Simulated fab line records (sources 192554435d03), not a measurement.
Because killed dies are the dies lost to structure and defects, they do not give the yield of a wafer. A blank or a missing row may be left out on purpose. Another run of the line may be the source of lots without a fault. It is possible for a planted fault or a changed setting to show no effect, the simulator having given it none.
Matching of chambers || flow n5 finfet || 4 sister chambers for N5_BEOL_M4_ETCH_70 on rie diel-01
The step etches SOC in N2/H2, target depth 80 nm, overetch 24 nm, time 130 s. 42 wafers are shown with their chamber, then 12 later ones without.

== EACH WAFER AND ITS CHAMBER ==
{"wafer": "L074.1", "chamber": 2, "throttle valve pct (%)": 18.3, "showerhead plenum p Torr (Torr)": 2.54, "drypump motor current A (A)": 5.66}
{"wafer": "L074.4", "chamber": 0, "throttle valve pct (%)": 17.8, "showerhead plenum p Torr (Torr)": 2.46, "drypump motor current A (A)": 5.77}
{"wafer": "L074.6", "chamber": 1, "throttle valve pct (%)": 17.9, "showerhead plenum p Torr (Torr)": 2.67, "drypump motor current A (A)": 5.52}
{"wafer": "L077.2", "chamber": 0, "throttle valve pct (%)": 17.8, "showerhead plenum p Torr (Torr)": 2.45, "drypump motor current A (A)": 5.76}
{"wafer": "L077.3", "chamber": 2, "throttle valve pct (%)": 18.4, "showerhead plenum p Torr (Torr)": 2.54, "drypump motor current A (A)": 5.65}
{"wafer": "L077.5", "chamber": 1, "throttle valve pct (%)": 17.9, "showerhead plenum p Torr (Torr)": 2.67, "drypump motor current A (A)": 5.59}
{"wafer": "L075.2", "chamber": 0, "throttle valve pct (%)": 17.8, "showerhead plenum p Torr (Torr)": 2.45, "drypump motor current A (A)": 5.74}
{"wafer": "L075.3", "chamber": 2, "throttle valve pct (%)": 18.4, "showerhead plenum p Torr (Torr)": 2.54, "drypump motor current A (A)": 5.64}
{"wafer": "L075.4", "chamber": 1, "throttle valve pct (%)": 17.9, "showerhead plenum p Torr (Torr)": 2.67, "drypump motor current A (A)": 5.55}
{"wafer": "L080.2", "chamber": 0, "throttle valve pct (%)": 17.8, "showerhead plenum p Torr (Torr)": 2.45, "drypump motor current A (A)": 5.74}
{"wafer": "L080.4", "chamber": 2, "throttle valve pct (%)": 18.4, "showerhead plenum p Torr (Torr)": 2.54, "drypump motor current A (A)": 5.64}
{"wafer": "L080.5", "chamber": 1, "throttle valve pct (%)": 17.9, "showerhead plenum p Torr (Torr)": 2.67, "drypump motor current A (A)": 5.57}
{"wafer": "L078.2", "chamber": 2, "throttle valve pct (%)": 18.4, "showerhead plenum p Torr (Torr)": 2.53, "drypump motor current A (A)": 5.65}
{"wafer": "L078.4", "chamber": 3, "throttle valve pct (%)": 17.5, "showerhead plenum p Torr (Torr)": 2.50, "drypump motor current A (A)": 5.85}
{"wafer": "L078.5", "chamber": 2, "throttle valve pct (%)": 18.4, "showerhead plenum p Torr (Torr)": 2.53, "drypump motor current A (A)": 5.66}
{"wafer": "L079.4", "chamber": 2, "throttle valve pct (%)": 18.4, "showerhead plenum p Torr (Torr)": 2.53, "drypump motor current A (A)": 5.64}
{"wafer": "L079.5", "chamber": 3, "throttle valve pct (%)": 17.5, "showerhead plenum p Torr (Torr)": 2.49, "drypump motor current A (A)": 5.87}
{"wafer": "L079.6", "chamber": 0, "throttle valve pct (%)": 17.8, "showerhead plenum p Torr (Torr)": 2.45, "drypump motor current A (A)": 5.74}
{"wafer": "L086.2", "chamber": 3, "throttle valve pct (%)": 17.5, "showerhead plenum p Torr (Torr)": 2.49, "drypump motor current A (A)": 5.89}
{"wafer": "L086.3", "chamber": 1, "throttle valve pct (%)": 18.0, "showerhead plenum p Torr (Torr)": 2.66, "drypump motor current A (A)": 5.55}
{"wafer": "L086.4", "chamber": 0, "throttle valve pct (%)": 17.8, "showerhead plenum p Torr (Torr)": 2.45, "drypump motor current A (A)": 5.75}
{"wafer": "L084.1", "chamber": 2, "throttle valve pct (%)": 18.4, "showerhead plenum p Torr (Torr)": 2.53, "drypump motor current A (A)": 5.64}
{"wafer": "L084.4", "chamber": 1, "throttle valve pct (%)": 17.9, "showerhead plenum p Torr (Torr)": 2.66, "drypump motor current A (A)": 5.54}
{"wafer": "L084.5", "chamber": 2, "throttle valve pct (%)": 18.4, "showerhead plenum p Torr (Torr)": 2.53, "drypump motor current A (A)": 5.64}
{"wafer": "L081.3", "chamber": 0, "throttle valve pct (%)": 17.8, "showerhead plenum p Torr (Torr)": 2.45, "drypump motor current A (A)": 5.74}
{"wafer": "L081.5", "chamber": 0, "throttle valve pct (%)": 17.8, "showerhead plenum p Torr (Torr)": 2.45, "drypump motor current A (A)": 5.73}
{"wafer": "L081.6", "chamber": 3, "throttle valve pct (%)": 17.5, "showerhead plenum p Torr (Torr)": 2.49, "drypump motor current A (A)": 5.87}
{"wafer": "L083.2", "chamber": 1, "throttle valve pct (%)": 18.0, "showerhead plenum p Torr (Torr)": 2.66, "drypump motor current A (A)": 5.54}
{"wafer": "L083.3", "chamber": 3, "throttle valve pct (%)": 17.5, "showerhead plenum p Torr (Torr)": 2.49, "drypump motor current A (A)": 5.83}
{"wafer": "L083.6", "chamber": 2, "throttle valve pct (%)": 18.4, "showerhead plenum p Torr (Torr)": 2.53, "drypump motor current A (A)": 5.65}
{"wafer": "L090.3", "chamber": 0, "throttle valve pct (%)": 17.8, "showerhead plenum p Torr (Torr)": 2.45, "drypump motor current A (A)": 5.76}
{"wafer": "L090.4", "chamber": 2, "throttle valve pct (%)": 18.4, "showerhead plenum p Torr (Torr)": 2.53, "drypump motor current A (A)": 5.65}
{"wafer": "L090.6", "chamber": 3, "throttle valve pct (%)": 17.5, "showerhead plenum p Torr (Torr)": 2.49, "drypump motor current A (A)": 5.87}
{"wafer": "L087.1", "chamber": 1, "throttle valve pct (%)": 18.0, "showerhead plenum p Torr (Torr)": 2.66, "drypump motor current A (A)": 5.57}
{"wafer": "L087.2", "chamber": 3, "throttle valve pct (%)": 17.5, "showerhead plenum p Torr (Torr)": 2.49, "drypump motor current A (A)": 5.86}
{"wafer": "L087.6", "chamber": 0, "throttle valve pct (%)": 17.8, "showerhead plenum p Torr (Torr)": 2.44, "drypump motor current A (A)": 5.74}
{"wafer": "L092.1", "chamber": 1, "throttle valve pct (%)": 18.0, "showerhead plenum p Torr (Torr)": 2.65, "drypump motor current A (A)": 5.54}
{"wafer": "L092.2", "chamber": 2, "throttle valve pct (%)": 18.4, "showerhead plenum p Torr (Torr)": 2.52, "drypump motor current A (A)": 5.64}
{"wafer": "L092.3", "chamber": 0, "throttle valve pct (%)": 17.8, "showerhead plenum p Torr (Torr)": 2.44, "drypump motor current A (A)": 5.75}
{"wafer": "L092.4", "chamber": 3, "throttle valve pct (%)": 17.5, "showerhead plenum p Torr (Torr)": 2.48, "drypump motor current A (A)": 5.89}
{"wafer": "L092.5", "chamber": 0, "throttle valve pct (%)": 17.8, "showerhead plenum p Torr (Torr)": 2.44, "drypump motor current A (A)": 5.76}
{"wafer": "L092.6", "chamber": 1, "throttle valve pct (%)": 18.0, "showerhead plenum p Torr (Torr)": 2.65, "drypump motor current A (A)": 5.54}

SIGNATURES (means of the wafers above)
{"reading": "throttle valve pct", "chamber 0": 17.800, "chamber 1": 17.950, "chamber 2": 18.392, "chamber 3": 17.500, "scatter within a chamber": 0.03}
{"reading": "showerhead plenum p Torr", "chamber 0": 2.4483, "chamber 1": 2.6620, "chamber 2": 2.5325, "chamber 3": 2.4900, "scatter within a chamber": 0.00639}
{"reading": "drypump motor current A", "chamber 0": 5.7483, "chamber 1": 5.5510, "chamber 2": 5.6467, "chamber 3": 5.8662, "scatter within a chamber": 0.0151}
Rule: for each reading, subtract the chamber's mean from the wafer's reading, divide by that reading's scatter and square the result; add these up over the readings and take the root, which gives the wafer's distance from the chamber. The wafer belongs to the nearest chamber; if the next one is less than 2 further off, it can't be placed. The scatter: the root of (the sum of the squares of (reading less its chamber's mean) over the shown wafers, divided by (wafers less chambers)).

== WAFERS MISSING THEIR CHAMBER ==
{"wafer": "L096.1", "throttle valve pct (%)": 18.4, "showerhead plenum p Torr (Torr)": 2.52, "drypump motor current A (A)": 5.65}
{"wafer": "L096.2", "throttle valve pct (%)": 18.0, "showerhead plenum p Torr (Torr)": 2.65, "drypump motor current A (A)": 5.56}
{"wafer": "L096.5", "throttle valve pct (%)": 18.4, "showerhead plenum p Torr (Torr)": 2.52, "drypump motor current A (A)": 5.65}
{"wafer": "L093.2", "throttle valve pct (%)": 18.0, "showerhead plenum p Torr (Torr)": 2.65, "drypump motor current A (A)": 5.57}
{"wafer": "L093.3", "throttle valve pct (%)": 17.5, "showerhead plenum p Torr (Torr)": 2.48, "drypump motor current A (A)": 5.86}
{"wafer": "L093.6", "throttle valve pct (%)": 17.5, "showerhead plenum p Torr (Torr)": 2.48, "drypump motor current A (A)": 5.87}
{"wafer": "L095.1", "throttle valve pct (%)": 18.4, "showerhead plenum p Torr (Torr)": 2.52, "drypump motor current A (A)": 5.63}
{"wafer": "L095.2", "throttle valve pct (%)": 18.0, "showerhead plenum p Torr (Torr)": 2.65, "drypump motor current A (A)": 5.55}
{"wafer": "L095.6", "throttle valve pct (%)": 17.9, "showerhead plenum p Torr (Torr)": 2.44, "drypump motor current A (A)": 5.72}
{"wafer": "L097.4", "throttle valve pct (%)": 17.9, "showerhead plenum p Torr (Torr)": 2.44, "drypump motor current A (A)": 5.73}
{"wafer": "L097.5", "throttle valve pct (%)": 18.4, "showerhead plenum p Torr (Torr)": 2.52, "drypump motor current A (A)": 5.64}
{"wafer": "L097.6", "throttle valve pct (%)": 18.0, "showerhead plenum p Torr (Torr)": 2.65, "drypump motor current A (A)": 5.53}

== THE CHAMBER EACH PASSED THROUGH ==
{"wafer": "L096.1", "from the rows above": 2, "in truth": 2}
{"wafer": "L096.2", "from the rows above": 1, "in truth": 1}
{"wafer": "L096.5", "from the rows above": 2, "in truth": 2}
{"wafer": "L093.2", "from the rows above": 1, "in truth": 1}
{"wafer": "L093.3", "from the rows above": 3, "in truth": 3}
{"wafer": "L093.6", "from the rows above": 3, "in truth": 3}
{"wafer": "L095.1", "from the rows above": 2, "in truth": 2}
{"wafer": "L095.2", "from the rows above": 1, "in truth": 1}
{"wafer": "L095.6", "from the rows above": 0, "in truth": 0}
{"wafer": "L097.4", "from the rows above": 0, "in truth": 0}
{"wafer": "L097.5", "from the rows above": 2, "in truth": 2}
{"wafer": "L097.6", "from the rows above": 1, "in truth": 1}
Placed correctly: 12 of 12. Can't be placed from these rows: 0. 0 placed wrongly.
